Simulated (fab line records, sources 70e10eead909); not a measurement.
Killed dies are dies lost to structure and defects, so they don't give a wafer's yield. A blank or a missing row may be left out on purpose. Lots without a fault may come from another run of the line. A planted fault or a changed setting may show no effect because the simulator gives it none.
A struck lot beside a sound one | flow nand_harc | 15 steps out of a route of 1302
Sound: wafers L667.1, L667.3, L667.5. Struck: wafer L661.5. (L661.2, L661.4 of the same lot were not struck and are left out.) The cause comes at the end.
At each step with rows: each side's tool, then ch and its chambers, then its first start. Under that, the readings that differ: sound wafers | struck wafers | difference of the means | sigmas: that difference in standard deviations of wafers without a fault.
alike: readings whose means differ by less than 2 such deviations, and words and numbers that are the same on both sides. not compared: withheld readings, readings that some wafer has no value for, bounds like >300 that may hide the same value, and numbers for which the record gives no deviation and whose values overlap.
The two part at a step that has a row with sigmas, a row that says differs or no value, or rows on one side only. Numbers that don't overlap but have no deviation are shown without sigmas and don't part them. A reading that every wafer of one side lacks parts them only if that side has two wafers or more.

first, 8 steps without rows for these wafers: NHARC_THIN_TSV_DEHYDRATE_25 (time 120 s); NHARC_THIN_TSV_HMDS_26 (time 30 s); NHARC_THIN_TSV_COAT_27; NHARC_THIN_TSV_SOFTBAKE_28 (time 95 s); NHARC_THIN_TSV_EBR_29; NHARC_THIN_TSV_EXPOSE_30 (exposes mask PAD); NHARC_THIN_TSV_PEB_31 (peb time 85 s); NHARC_THIN_TSV_DEVELOP_32 (time 70 s).
NHARC_THIN_TSV_CD_MEAS_33: target cd 5000 nm.
  sound on cd_sem-01 ch 0, day 30 17:16; struck on cd_sem-01 ch 0, day 28 19:33
  alike: cd_nm
then, 1 step without rows for these wafers: NHARC_THIN_TSV_HARDBAKE_34 (time 80 s).
NHARC_THIN_TSV_DESCUM_35: chemistry O2, time 3 s.
  sound on rie_diel-07 ch 0,2, day 30 17:26; struck on rie_diel-01 ch 3, day 28 19:43
  reading            | sound         | struck | difference | sigmas
  mfc_ar_sccm (sccm) | 0.003 0 0.003 | 0.035  | +0.033     | +4
  alike: drypump_motor_current_A, oes_product_au, rf_vpp_V, showerhead_plenum_p_Torr, throttle_valve_pct
  not compared: rf_hours_counter_h
NHARC_THIN_TSV_ETCH_59: etches the open film in Cl2/BCl3, target depth 880 nm, time 138.1 s.
  sound on rie_metal-03 ch 0,1, day 30 17:35; struck on rie_metal-01 ch 1, day 28 19:50
  alike: drypump_motor_current_A, oes_product_au, rf_fwd_power_W, throttle_valve_pct
  not compared: rf_hours_counter_h
NHARC_THIN_TSV_ETCH_36: etches the open film in Cl2/BCl3, target depth 65 nm, time 18.571 s.
  sound on rie_metal-03 ch 0,1, day 30 17:49; struck on rie_metal-01 ch 0, day 28 20:07
  reading                     | sound             | struck | difference | sigmas
  drypump_motor_current_A (A) | 6.1 6.1 5.7       | 5.0    | -1.0       | -2
  oes_product_au (a.u.)       | 0.998 1.006 0.983 | 0.846  | -0.150     | -14
  not compared: rf_hours_counter_h
NHARC_THIN_TSV_STRIP_56: strips in O2.
  sound on plasma_asher-02 ch 0,1, day 30 17:55; struck on plasma_asher-01 ch 0, day 28 20:15
  reading            | sound       | struck | difference | sigmas
  heater_power_w (W) | 362 363 341 | 307    | -48        | -3
  alike: drypump_motor_current_A
  not compared: rf_hours_counter_h
NHARC_END_SORT_01:
  sound on prober-01 ch 0, day 31 04:38; struck on prober-01 ch 0, day 29 10:37
  reading         | sound | struck | difference | sigmas
  killed_at_other | 3 5 5 | 0      | -4         | -3
  alike: defect_limited_yield, killed_at_array, killed_at_periphery, killed_dies, killed_open, killed_short

WHERE THEY PART
First at NHARC_THIN_TSV_DESCUM_35; last, within this record, at NHARC_END_SORT_01.

WHY: what the simulator had put in
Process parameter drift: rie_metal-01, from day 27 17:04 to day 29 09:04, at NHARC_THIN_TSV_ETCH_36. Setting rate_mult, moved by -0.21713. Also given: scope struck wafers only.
